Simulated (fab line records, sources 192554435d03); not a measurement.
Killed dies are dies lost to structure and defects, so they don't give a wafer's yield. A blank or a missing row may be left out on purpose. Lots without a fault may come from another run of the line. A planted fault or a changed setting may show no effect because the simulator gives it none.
A struck lot beside a sound one | flow n5_finfet | 27 steps out of a route of 1938
Sound: wafers L325.2, L325.4, L325.5. Struck: wafers L315.1, L315.4, L315.6. The cause comes at the end.
At each step with rows: each side's tool, then ch and its chambers, then its first start. Under that, the readings that differ: sound wafers | struck wafers | difference of the means | sigmas: that difference in standard deviations of wafers without a fault.
alike: readings whose means differ by less than 2 such deviations, and words and numbers that are the same on both sides. not compared: withheld readings, readings that some wafer has no value for, bounds like >300 that may hide the same value, and numbers for which the record gives no deviation and whose values overlap.
The two part at a step that has a row with sigmas, a row that says differs or no value, or rows on one side only. Numbers that don't overlap but have no deviation are shown without sigmas and don't part them. A reading that every wafer of one side lacks parts them only if that side has two wafers or more.

first, 1 step without rows for these wafers: N5_BEOL_M0_WET_ETCH_106 (etches SiO2 in DHF, target depth 130 nm, rinse time 30 s).
N5_BEOL_M0_ETCH_128: etches SiCN in CF4/N2, target depth 12 nm, overetch 5.1 nm, time 21.4 s.
  sound on rie_diel-05 ch 1,2,3, day 9 12:31; struck on rie_diel-05 ch 1,3, day 7 04:07
  alike: drypump_motor_current_A, oes_product_au, rf_vpp_V, showerhead_plenum_p_Torr, throttle_valve_pct
  not compared: rf_hours_counter_h
then, 1 step without rows for these wafers: N5_BEOL_M0_TRENCH_ETCH_107 (etches SiOC in C4F6/O2, target depth 32.8 nm, time 16.4 s).
N5_BEOL_M0_STRIP_142: strips in N2/H2, time 10 s.
  sound on rie_diel-05 ch 1,2,3, day 9 12:35; struck on rie_diel-05 ch 1,3, day 7 04:11
  alike: drypump_motor_current_A, oes_product_au, rf_vpp_V, showerhead_plenum_p_Torr, throttle_valve_pct
  not compared: rf_hours_counter_h
N5_BEOL_M0_OCD_MEAS_108:
  sound on ocd-02, day 9 12:40; struck on ocd-01, day 7 04:16
  alike: trench_depth_nm
then, 2 steps without rows for these wafers: N5_BEOL_M0_HM_STRIP_129 (strips TiN in peroxide tin strip, target depth 17 nm, time 108 s); N5_BEOL_M0_SRD_130 (time 30 s).
N5_BEOL_M0_ETCH_109: etches SiCN in CH3F/O2, target depth 8 nm, overetch 2.4 nm, time 27.4 s.
  sound on rie_diel-04 ch 1,3, day 9 13:08; struck on rie_diel-04 ch 0,2,3, day 7 04:39
  alike: CH3F_flow_sccm, drypump_motor_current_A, oes_product_au, rf_vpp_V, showerhead_plenum_p_Torr, throttle_valve_pct
  not compared: rf_hours_counter_h
then, 2 steps without rows for these wafers: N5_BEOL_M0_STRIP_139 (strips in post etch residue remover, time 60 s); N5_BEOL_M0_SRD_111 (time 30 s).
N5_BEOL_M0_DEGAS_112: time 60 s.
  sound on pvd_sputter-03, day 9 14:40; struck on pvd_sputter-01, day 7 05:44
  alike: heater_power_w
then, 1 step without rows for these wafers: N5_BEOL_M0_PRE_CLEAN_113 (time 30 s).
N5_BEOL_M0_ALD_136: deposits TaN, pulse time 2 s, purge time 3 s, co reactant purge time 2 s.
  sound on ald_metal-02 ch 0,1,3, day 9 14:46; struck on ald_metal-04 ch 0,2,3, day 7 05:50
  no value came back on the struck wafers for ald_cycles, chamber_pressure_Torr (Torr), heater_power_w (W), mfc_carrier_sccm (sccm); on the sound wafers ald_cycles reads 30 30 30
then, 2 steps without rows for these wafers: N5_BEOL_M0_SURFACE_TREAT_137; N5_BEOL_M0_CVD_115 (deposits Co from CCTBA/H2, time 120 s).
N5_BEOL_M0_SPUTTER_116: material Cu, target thk 4 nm, time 7.37 s.
  sound on pvd_sputter-02, day 9 15:11; struck on pvd_sputter-02, day 7 06:36
  alike: throttle_valve_pct
then, 8 steps without rows for these wafers: N5_BEOL_M0_ANNEAL_117 (time 60 s); N5_BEOL_M0_SPUTTER_132 (material Cu, target thk 4 nm, time 7.37 s); N5_BEOL_M0_ANNEAL_133 (time 60 s); N5_BEOL_M0_SPUTTER_134 (material Cu, target thk 4 nm, time 7.37 s); N5_BEOL_M0_ANNEAL_135 (time 60 s); N5_BEOL_M0_SPUTTER_141 (material Cu, target thk 4 nm, time 7.37 s); N5_BEOL_M0_ECD_118 (material Cu, target thk 300 nm); N5_BEOL_M0_ANNEAL_119 (time 90 s).
N5_BEOL_M0_CMP_120: polishes, stops on SiOC, t overpolish 6.9 s.
  sound on cmp-02 ch 0,2,3, day 9 16:02; struck on cmp-01 ch 0,1,2, day 7 07:32
  reading                      | sound          | struck         | difference | sigmas
  barrier_field_endpoint_s (s) | 3.62 3.66 3.52 | 1.85 1.83 1.81 | -1.77      | -15
  alike: motor_current_A, slurry_filter_dp_kPa
  not compared: pad_life_wafers
N5_BEOL_M4_RC_MEAS_101:
  the record has rows for the sound wafers here (prober-01 ch 0, day 12 02:37) and none for the struck ones
-- the record jumps here: 6 days lie between the struck wafers' starts before and after (it left off in module BEOL_M4 and takes up again in module PASSIVATION, whose first step shown is number 1936 of the route) --
N5_PASSIVATION_PROBE_49:
  sound on prober-02, day 16 00:08; struck on prober-01, day 13 09:19
  reading                  | sound          | struck         | difference | sigmas
  defect_limited_yield (%) | 93.1 90.1 89.6 | 0 0 0          | -91        | -57
  killed_at_M0_to_M3       | 31 40 39       | 1123 1116 1115 | +1081      | +99 or more
  killed_dies              | 82 117 123     | 1180 1180 1180 | +1073      | +56
  killed_on_rim            | 6 15 20        | 152 152 152    | +138       | +34
  sort_bin_5_function (%)  | 5.2 6.1 5.8    | 95.6 96.6 96.4 | +90.5      | +90
  sort_n_pass              | 1098 1063 1057 | 0 0 0          | -1073      | -56
  sort_yield_pct (%)       | 93.1 90.1 89.6 | 0 0 0          | -91        | -57
  alike: killed_at_M4_up, killed_at_contacts, killed_at_front_end, killed_at_other, killed_open, killed_short, sort_bin_6_memory

WHERE THEY PART
First at N5_BEOL_M0_ALD_136; last, within this record, at N5_PASSIVATION_PROBE_49.

WHY: what the simulator had put in
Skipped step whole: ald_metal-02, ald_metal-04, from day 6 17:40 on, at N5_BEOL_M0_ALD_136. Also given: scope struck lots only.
